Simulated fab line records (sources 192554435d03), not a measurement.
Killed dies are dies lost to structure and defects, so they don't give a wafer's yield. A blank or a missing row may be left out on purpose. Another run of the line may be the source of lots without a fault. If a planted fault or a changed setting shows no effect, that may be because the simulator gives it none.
Matching of chambers ; flow n5 finfet ; 4 sister chambers for N5_SD_EPI_P_ETCHBACK_46 on rie diel-03
The step etches SiNx in CH3F/O2, stops on SiO2, target depth 17.5 nm. 4 wafers are shown with their chamber, then 8 later ones without.

## WAFERS PAIRED WITH THEIR CHAMBERS
wafer;chamber;showerhead plenum p Torr (Torr)
L081.1;2;1.88
L085.1;0;2.06
L085.6;1;2.08
L090.2;3;1.90

## WAFERS WHOSE CHAMBER IS MISSING
wafer;showerhead plenum p Torr (Torr)
L090.4;1.88
L090.6;1.88
L093.1;1.90
L093.2;2.08
L093.3;2.06
L095.1;1.87
L095.3;1.90
L095.6;1.87

## CHAMBER TAKEN BY EACH
wafer;from the rows above;in truth
L090.4;2;2
L090.6;2;2
L093.1;3;3
L093.2;1;1
L093.3;0;0
L095.1;2;2
L095.3;3;3
L095.6;2;2
Correctly placed: 8 of 8. From these rows, 0 cannot be placed. Number placed wrongly: 0.
How it was worked out, from the rows above alone: a wafer's distance from a chamber is the root of the sum, over the readings, of the square of ((its reading less the chamber's mean) divided by the reading's scatter). If the next closest chamber is less than 2 further off than the closest, the wafer can't be placed; otherwise it belongs to the closest. Each chamber's mean is taken over the wafers shown for it. The scatter: root of mean squared gap, hidden wafer to nearest shown wafer, with one shown wafer a chamber.
